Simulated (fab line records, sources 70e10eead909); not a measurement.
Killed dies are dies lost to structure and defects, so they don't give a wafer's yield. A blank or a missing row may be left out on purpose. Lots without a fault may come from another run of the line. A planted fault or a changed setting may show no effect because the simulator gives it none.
Which tool did it? | flow nand_harc | 12 lots, 36 wafers sampled, at 6 steps of a route of 1302

WHAT THE GAUGES READ, wafer by wafer
NHARC_P_ZERO_WELL_CD_MEAS_52: target cd 2000 nm. Usual: cd_nm 1999.8 nm, standard deviation 1.5.
lot  | measured     | on        | cd_nm (nm)           | flag
L494 | day 2 01:38  | cd_sem-02 | 1999.2 2001.6 1999.2 |
L495 | day 2 12:30  | cd_sem-01 | 2000.1 1999.2 2001.2 |
L496 | day 2 21:44  | cd_sem-02 | 1999.4 2001.9 2001.7 |
L498 | day 3 17:47  | cd_sem-01 | 2000.4 1998.6 2003.3 |
L499 | day 4 03:43  | cd_sem-03 | 1741.9 1740.7 1738.4 | OFF
L502 | day 5 10:14  | cd_sem-02 | 2000.1 1997.3 1998.9 |
L509 | day 8 07:44  | cd_sem-03 | 1998.7 1999.9 2000.7 |
L511 | day 9 03:53  | cd_sem-01 | 1996.8 1999.4 1999.3 |
L512 | day 9 13:55  | cd_sem-02 | 2000.8 2000.3 2002.3 |
L515 | day 10 21:30 | cd_sem-01 | 1999.7 2001.1 1997.6 |
L516 | day 11 05:49 | cd_sem-01 | 2001.6 1998.2 1999.1 |
L517 | day 11 15:45 | cd_sem-03 | 1997.5 1998.4 1999.6 |

NHARC_P_STI_CD_MEAS_09: target cd 200 nm. Usual: cd_nm 199.9 nm, standard deviation 2.8.
lot  | measured     | on        | cd_nm (nm)        | flag
L494 | day 2 21:07  | cd_sem-02 | 197.8 200.5 200.7 |
L495 | day 3 05:43  | cd_sem-02 | 200.3 203.6 203.8 |
L496 | day 3 15:29  | cd_sem-03 | 198.6 197.5 197.4 |
L498 | day 4 12:00  | cd_sem-02 | 197.4 202.2 198.0 |
L499 | day 4 20:53  | cd_sem-03 | 201.1 201.0 199.0 |
L502 | day 6 04:50  | cd_sem-03 | 197.9 198.2 199.9 |
L509 | day 9 02:46  | cd_sem-02 | 201.3 198.1 197.3 |
L511 | day 9 23:25  | cd_sem-03 | 199.4 200.8 205.1 |
L512 | day 10 07:08 | cd_sem-02 | 200.9 201.8 204.2 |
L515 | day 11 16:54 | cd_sem-02 | 198.2 194.9 195.6 |
L516 | day 12 00:25 | cd_sem-03 | 203.1 199.8 198.7 |
L517 | day 12 10:14 | cd_sem-01 | 200.7 204.8 204.3 |

NHARC_P_GATE_CD_MEAS_11: target cd 1640 nm. Usual: cd_nm 1640.4 nm, standard deviation 2.2.
lot  | measured     | on        | cd_nm (nm)           | flag
L494 | day 4 12:32  | cd_sem-02 | 1639.9 1639.3 1637.7 |
L495 | day 4 17:22  | cd_sem-01 | 1639.5 1638.1 1642.4 |
L496 | day 5 03:22  | cd_sem-02 | 1640.5 1643.7 1639.7 |
L498 | day 6 00:18  | cd_sem-02 | 1640.1 1636.4 1641.5 |
L499 | day 6 07:16  | cd_sem-02 | 1640.5 1637.5 1639.1 |
L502 | day 7 21:07  | cd_sem-03 | 1640.8 1638.6 1639.2 |
L509 | day 10 11:56 | cd_sem-03 | 1639.7 1637.4 1640.2 |
L511 | day 11 12:21 | cd_sem-03 | 1643.0 1642.3 1641.1 |
L512 | day 11 19:37 | cd_sem-03 | 1642.1 1644.8 1642.2 |
L515 | day 13 06:28 | cd_sem-02 | 1640.4 1637.3 1640.4 |
L516 | day 13 12:25 | cd_sem-02 | 1638.2 1639.2 1642.1 |
L517 | day 13 22:37 | cd_sem-03 | 1638.1 1635.4 1643.0 |

NHARC_END_SORT_01. Usual: killed_at_array 56, standard deviation 19; killed_at_other 1.0, standard deviation 1.3; killed_at_periphery 3.8, standard deviation 2.2; killed_dies 61, standard deviation 19; killed_open 3.1, standard deviation 1.9; killed_short 2.3, standard deviation 1.5.
lot  | measured     | on        | killed_at_array | killed_at_other | killed_at_periphery | killed_dies | killed_open | killed_short | flag
L499 | day 26 00:35 | prober-01 | 43 49 45        | 0 4 0           | 49 49 60            | 92 102 105  | 3 3 1       | 1 3 2        | OFF

WHICH TOOL RAN EACH LOT (tool, then ch and the chambers of the sampled wafers, then the start)
lot  | NHARC_P_ZERO_WELL_EXPOSE_49       | NHARC_P_GATE_DESCUM_13
L494 | krf_scanner-04 ch 0, day 2 01:29  | rie_diel-03 ch 0,1,3, day 4 12:42
L495 | krf_scanner-04 ch 0, day 2 12:20  | rie_diel-11 ch 0,1,3, day 4 17:32
L496 | krf_scanner-04 ch 0, day 2 21:35  | rie_diel-11 ch 2,3, day 5 03:33
L498 | krf_scanner-01 ch 0, day 3 17:39  | rie_diel-11 ch 2,3, day 6 00:28
L499 | krf_scanner-04 ch 0, day 4 03:34  | rie_diel-11 ch 0,3, day 6 07:25
L502 | krf_scanner-01 ch 0, day 5 10:05  | rie_diel-11 ch 1,2, day 7 21:16
L509 | krf_scanner-02 ch 0, day 8 07:35  | rie_diel-03 ch 1,2,3, day 10 12:05
L511 | krf_scanner-04 ch 0, day 9 03:43  | rie_diel-03 ch 2,3, day 11 12:31
L512 | krf_scanner-02 ch 0, day 9 13:46  | rie_diel-03 ch 0,2, day 11 19:47
L515 | krf_scanner-02 ch 0, day 10 21:21 | rie_diel-11 ch 0,2,3, day 13 06:38
L516 | krf_scanner-01 ch 0, day 11 05:40 | rie_diel-03 ch 0,2, day 13 12:35
L517 | krf_scanner-02 ch 0, day 11 15:35 | rie_diel-11 ch 0,1, day 13 22:47
- NHARC_P_ZERO_WELL_EXPOSE_49: exposes mask P HVPW, target cd 2000 nm.
- NHARC_P_GATE_DESCUM_13: chemistry O2, time 3 s.

WHAT THE TOOLS THEMSELVES READ (means of the sampled wafers that have a number; where no wafer has one, the mark that the record gives instead)
NHARC_P_ZERO_WELL_EXPOSE_49. Usual: focus_offset_nm 0.0 nm, standard deviation 0.47.
lot  | tool           | focus_offset_nm (nm) | flag
L494 | krf_scanner-04 | -0.4                 |
L495 | krf_scanner-04 | -0.1                 |
L496 | krf_scanner-04 | -0.6                 |
L498 | krf_scanner-01 | 0.0                  |
L499 | krf_scanner-04 | 0.1                  |
L502 | krf_scanner-01 | 0.1                  |
L509 | krf_scanner-02 | 0.2                  |
L511 | krf_scanner-04 | 0.3                  |
L512 | krf_scanner-02 | -0.3                 |
L515 | krf_scanner-02 | 0.8                  |
L516 | krf_scanner-01 | -0.0                 |
L517 | krf_scanner-02 | 0.6                  |

NHARC_P_GATE_DESCUM_13. Usual: drypump_motor_current_A 5.8 A, standard deviation 0.37; oes_product_au 1.003 a.u., standard deviation 0.011; rf_vpp_V 58.0 V, standard deviation 0.89; showerhead_plenum_p_Torr 1.96 Torr, standard deviation 0.075; throttle_valve_pct 11.312 %, standard deviation 0.0088.
lot  | tool        | drypump_motor_current_A (A) | oes_product_au (a.u.) | rf_vpp_V (V) | showerhead_plenum_p_Torr (Torr) | throttle_valve_pct (%) | flag
L494 | rie_diel-03 | 5.8                         | 1.001                 | 57.9         | 1.94                            | 11.311                 |
L495 | rie_diel-11 | 5.7                         | 1.003                 | 59.0         | 1.95                            | 11.316                 |
L496 | rie_diel-11 | 6.1                         | 1.009                 | 58.2         | 2.05                            | 11.313                 |
L498 | rie_diel-11 | 5.8                         | 1.003                 | 59.0         | 2.06                            | 11.315                 |
L499 | rie_diel-11 | 5.4                         | 1.008                 | 58.9         | 2.02                            | 11.320                 |
L502 | rie_diel-11 | 6.2                         | 1.019                 | 56.7         | 1.93                            | 11.320                 |
L509 | rie_diel-03 | 5.8                         | 0.993                 | 58.4         | 1.97                            | 11.318                 |
L511 | rie_diel-03 | 5.8                         | 1.002                 | 58.3         | 2.00                            | 11.318                 |
L512 | rie_diel-03 | 5.8                         | 1.008                 | 57.6         | 1.93                            | 11.313                 |
L515 | rie_diel-11 | 5.7                         | 1.009                 | 58.6         | 2.00                            | 11.307                 |
L516 | rie_diel-03 | 5.8                         | 0.999                 | 57.9         | 1.93                            | 11.305                 |
L517 | rie_diel-11 | 5.9                         | 1.001                 | 57.3         | 1.88                            | 11.310                 |

THE ANSWER, worked out from the rows above alone
Rule: a lot is off if the mean of its wafers that have a number lies more than 3 standard deviations from the usual mean. A lot without any number at a reading at which 4 lots or more have one is off too. The other lots that the step has rows for count as sound. The gauges are gone through in route order, then the tools' own readings, and for those a lot's mean is taken as printed above. The first step at which some lot is off is used, and at that step the reading that is off furthest; a lot without a number counts as furthest.
Off: L499, at NHARC_P_ZERO_WELL_CD_MEAS_52 (cd_nm).
A tool fits if, at a process step before that reading, it ran every lot that is off, and no sound lot after the first of them. The gauges at NHARC_P_ZERO_WELL_CD_MEAS_52 aren't tried: what is off there is off at NHARC_END_SORT_01 too, on other tools, and a gauge's error can't cause that. None of those tried fits.

WHAT THE SIMULATOR HAD PUT IN
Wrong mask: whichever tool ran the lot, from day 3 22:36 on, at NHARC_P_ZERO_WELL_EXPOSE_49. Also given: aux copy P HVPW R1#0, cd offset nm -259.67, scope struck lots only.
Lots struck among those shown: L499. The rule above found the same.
